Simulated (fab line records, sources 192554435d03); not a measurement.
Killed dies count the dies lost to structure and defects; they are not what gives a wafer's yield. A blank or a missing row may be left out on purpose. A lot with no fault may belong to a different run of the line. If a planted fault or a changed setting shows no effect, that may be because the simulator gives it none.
The tool behind it: which one? ; flow n5 finfet ; 24 lots, 72 wafers sampled, at 2 steps of a route of 1938

WHAT THE GAUGES SHOWED, per wafer
N5_BEOL_M0_OCD_MEAS_108.
lot;measured;on;trench depth nm (nm)
L074;day 6 00:44;ocd-02;31.9 32.0 32.2
L075;day 6 06:16;ocd-02;33.1 33.3 33.5
L076;day 6 06:56;ocd-02;32.4 32.6 32.4
L077;day 6 13:03;ocd-01;31.9 32.3 33.4
L078;day 6 18:25;ocd-01;32.6 32.2 32.0
L079;day 7 00:48;ocd-01;33.5 32.4 33.4
L080;day 7 09:42;ocd-01;32.9 32.3 33.5
L081;day 7 15:43;ocd-02;31.9 33.2 32.1
L082;day 7 18:03;ocd-01;32.9 32.0 32.8
L083;day 8 03:42;ocd-02;33.7 31.8 33.5
L084;day 8 11:24;ocd-02;32.7 33.2 33.0
L085;day 8 21:33;ocd-01;32.8 32.6 32.3
L086;day 8 21:47;ocd-02;31.5 31.6 32.0
L087;day 9 08:32;ocd-01;31.5 31.7 32.4
L088;day 9 09:17;ocd-01;31.9 32.2 31.9
L089;day 9 10:23;ocd-02;33.2 32.5 33.2
L090;day 10 02:18;ocd-02;33.0 31.7 33.4
L092;day 10 10:12;ocd-01;32.0 33.1 32.2
L093;day 10 16:39;ocd-02;31.7 31.9 33.0
L094;day 10 17:56;ocd-01;33.4 33.2 33.4
L095;day 10 22:39;ocd-02;32.2 32.4 32.1
L096;day 11 10:18;ocd-01;33.3 32.1 33.6
L097;day 11 14:30;ocd-01;32.7 32.5 31.8
L091;day 11 18:16;ocd-02;32.9 31.9 32.3

WHICH TOOL RAN EACH LOT (tool, then ch and the chambers of the sampled wafers, then the start)
lot;N5_BEOL_M0_SAQP_ETCH_73
L074;rie diel-06 ch 0,1,2, day 5 20:43
L075;rie diel-03 ch 0,2,3, day 6 01:10
L076;rie diel-05 ch 0,1,3, day 6 03:29
L077;rie diel-05 ch 2,3, day 6 10:26
L078;rie diel-06 ch 0,2,3, day 6 14:04
L079;rie diel-03 ch 0,1,2, day 6 21:47
L080;rie diel-03 ch 0,1, day 7 06:04
L081;rie diel-06 ch 0,1,2, day 7 12:39
L082;rie diel-06 ch 0,2,3, day 7 15:55
L083;rie diel-05 ch 1,2,3, day 8 00:54
L084;rie diel-05 ch 0,2, day 8 06:30
L085;rie diel-06 ch 0,1,2, day 8 13:39
L086;rie diel-05 ch 0,2, day 8 18:07
L087;rie diel-03 ch 0,1, day 9 02:33
L088;rie diel-06 ch 2,3, day 9 06:39
L089;rie diel-06 ch 1,2, day 9 07:47
L090;rie diel-06 ch 1,3, day 9 19:35
L092;rie diel-05 ch 0,1,2, day 10 05:55
L093;rie diel-03 ch 1,2,3, day 10 13:16
L094;rie diel-05 ch 1,2, day 10 15:01
L095;rie diel-05 ch 0,1,3, day 10 20:13
L096;rie diel-03 ch 0,2,3, day 11 06:39
L097;rie diel-03 ch 0,3, day 11 10:51
L091;rie diel-05 ch 1,2,3, day 11 13:32
- N5_BEOL_M0_SAQP_ETCH_73: etches SiARC in CF4, target depth 19.5 nm, time 32.5 s.

WHAT THE TOOLS THEMSELVES READ (means of the sampled wafers that have a number; where no wafer has one, the mark that the record gives instead)
N5_BEOL_M0_SAQP_ETCH_73.
lot;tool;drypump motor current A (A);etch rf on time s (s);oes product au (a.u.);rf vpp V (V);showerhead plenum p Torr (Torr);throttle valve pct (%)
L074;rie diel-06;5.9;32.5;0.64;184.6;2.16;15.94
L075;rie diel-03;5.9;32.9;0.65;185.4;2.18;15.77
L076;rie diel-05;5.8;33.3;0.65;183.3;2.11;15.59
L077;rie diel-05;5.1;32.0;0.72;183.4;2.08;15.71
L078;rie diel-06;5.7;32.8;0.65;183.7;2.11;15.87
L079;rie diel-03;6.0;33.0;0.64;184.1;2.18;15.75
L080;rie diel-03;6.0;33.6;0.66;183.8;2.16;15.65
L081;rie diel-06;5.9;32.4;0.63;183.9;2.15;15.98
L082;rie diel-06;5.7;32.7;0.65;183.5;2.11;15.89
L083;rie diel-05;5.2;32.5;0.67;183.2;2.06;15.68
L084;rie diel-05;5.6;31.6;0.75;184.8;2.15;15.60
L085;rie diel-06;5.8;32.4;0.62;184.3;2.15;16.00
L086;rie diel-05;5.6;31.8;0.74;183.8;2.15;15.60
L087;rie diel-03;6.0;33.1;0.65;183.9;2.15;15.67
L088;rie diel-06;5.6;32.6;0.64;182.5;2.05;15.81
L089;rie diel-06;5.7;32.0;0.62;183.4;2.09;15.90
L090;rie diel-06;6.0;33.5;0.68;182.9;2.12;15.76
L092;rie diel-05;5.8;32.2;0.69;183.7;2.13;15.57
L093;rie diel-03;6.0;33.2;0.61;184.7;2.16;15.84
L094;rie diel-05;5.3;31.9;0.68;183.0;2.06;15.60
L095;rie diel-05;5.8;32.6;0.71;184.1;2.18;15.50
L096;rie diel-03;5.9;33.0;0.63;183.8;2.17;15.82
L097;rie diel-03;5.8;32.7;0.65;183.9;2.15;15.73
L091;rie diel-05;5.2;31.9;0.72;183.3;2.13;15.57

THE ANSWER, worked out from the rows above alone
Rule: usual is defined by the lots themselves. Put in order of their means at a reading, lots are off if they are a third of the lots or fewer, leave a main group of 4 or more, and stand apart from it by a gap of 3 or more times the standard deviation of the main group's means; of several such gaps the widest counts. A main group whose means are all the same, to the digits that the tables above print for the reading, isn't used. Also off: a lot with no number at a reading for which 4 or more lots have one. Any other lot the step has rows for is counted as sound. After the gauges, taken in route order, come the tools' own readings; for these a lot's mean is taken, as printed above. At the first step where some lot is off, the reading lying furthest off is the one used; lots without a number count as furthest.
Nothing can be told from this: no lot is off at any reading shown.

WHAT THE SIMULATOR HAD PUT IN
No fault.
